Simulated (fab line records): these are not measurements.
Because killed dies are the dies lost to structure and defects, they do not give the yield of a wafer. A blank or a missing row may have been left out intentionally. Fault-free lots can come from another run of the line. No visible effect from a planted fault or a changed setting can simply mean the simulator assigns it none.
A struck lot beside a sound one | flow n5-finfet | 14 out of 1938 route steps
Sound: the wafers L336.1, L336.3, L336.6. Struck: wafer L350.1; the same lot's L350.5 was not struck, so it is left out; see the end for the cause.
Order at every step that has rows: each side's tool, ch and its chambers, its first start. Under that, the readings that differ: sound wafers | struck wafers | difference of the means | sigmas: that difference in standard deviations of wafers without a fault.
alike: same words and numbers on both sides, and readings whose means sit less than 2 such deviations apart. not compared: any withheld reading, any reading some wafer has no value for, any bound like >300 that may hide the same value, and any number with overlapping values for which the record gives no deviation.
Wherever a step has rows on one side only, a row that says differs or no value, or a row with sigmas, the two part there. Numbers that don't overlap but have no deviation are shown without sigmas and don't part them. A reading that every wafer of one side lacks parts them only if that side has two wafers or more.

N5_BEOL_M5_TRENCH_ETCH_37: etches SiCOH lowk in C4F6/O2, target depth 71.652 nm, time 24.7 s.
  sound on rie-diel-02 ch 2,3; struck on rie-diel-02 ch 0
  alike: bias-w, chamber-pressure-mTorr, drypump-motor-current-A, oes_ar_750_au, oes-product-au, rf-vpp-V, showerhead-plenum-p-Torr, throttle-valve-pct
  not compared: rf-hours-counter-h
then, 1 step without rows for these wafers: N5_BEOL_M5_ETCH_41 (etches SiCN in CH3F/O2, target depth 31.5 nm, time 56.7 s).
N5_BEOL_M5_STRIP_91: strips in N2/H2, time 10 s.
  sound on rie-diel-02 ch 2,3; struck on rie-diel-02 ch 0
  alike: bias-power-w, chamber-pressure-mTorr, drypump-motor-current-A, oes-product-au, rf-vpp-V, showerhead-plenum-p-Torr, throttle-valve-pct
  not compared: rf-hours-counter-h
N5_BEOL_M5_OCD_MEAS_38:
  sound on ocd-02, day 8 20:28; struck on ocd-02, day 12 10:32
  alike: trench-depth-nm
then, 4 steps without rows for these wafers: N5_BEOL_M5_HM_STRIP_39 (strips TiN in peroxide tin strip, target depth 25 nm, time 158 s); N5_BEOL_M5_SRD_40 (time 30 s); N5_BEOL_M5_PRECLEAN_42 (cleans in residue remover, time 60 s); N5_BEOL_M5_SRD_43 (time 30 s).
N5_BEOL_M5_CD_MEAS_35: target cd 28 nm, target cd y 24 nm.
  sound on cd-sem-03, day 8 20:37; struck on cd-sem-02, day 12 10:41
  alike: cd-nm
then, 1 step without rows for these wafers: N5_BEOL_M5_CURE_80 (cures SiCOH lowk, time 120 s).
N5_BEOL_M5_DEGAS_44: time 60 s.
  sound on pvd-sputter-01, day 8 22:44; struck on pvd-sputter-01, day 12 11:22
  alike: heater-power-w
N5_BEOL_M5_PRE_CLEAN_45: time 30 s.
  sound on pvd-sputter-01, day 8 22:46; struck on pvd-sputter-01, day 12 11:24
  alike: heater-power-w
N5_BEOL_M5_ALD_86: deposits TaN, pulse time 2 s, purge time 3 s, co reactant purge time 2 s.
  sound on ald-metal-02 ch 1,2, day 8 22:53; struck on ald-metal-02 ch 2, day 12 11:28
  reading                      | sound | struck | difference | sigmas
  co-reactant-pulse-time-s (s) | 3 3 3 | 2.752  | -0.248     |
  alike: heater-power-w, precursor-vessel-pressure-torr
N5_BEOL_M5_SURFACE_TREAT_87:
  sound on pvd-sputter-01, day 8 23:10; struck on pvd-sputter-03, day 12 11:44
  not compared: throttle-valve-pct

WHERE THEY PART
Nowhere in this record.

WHY: whatever the simulator had introduced
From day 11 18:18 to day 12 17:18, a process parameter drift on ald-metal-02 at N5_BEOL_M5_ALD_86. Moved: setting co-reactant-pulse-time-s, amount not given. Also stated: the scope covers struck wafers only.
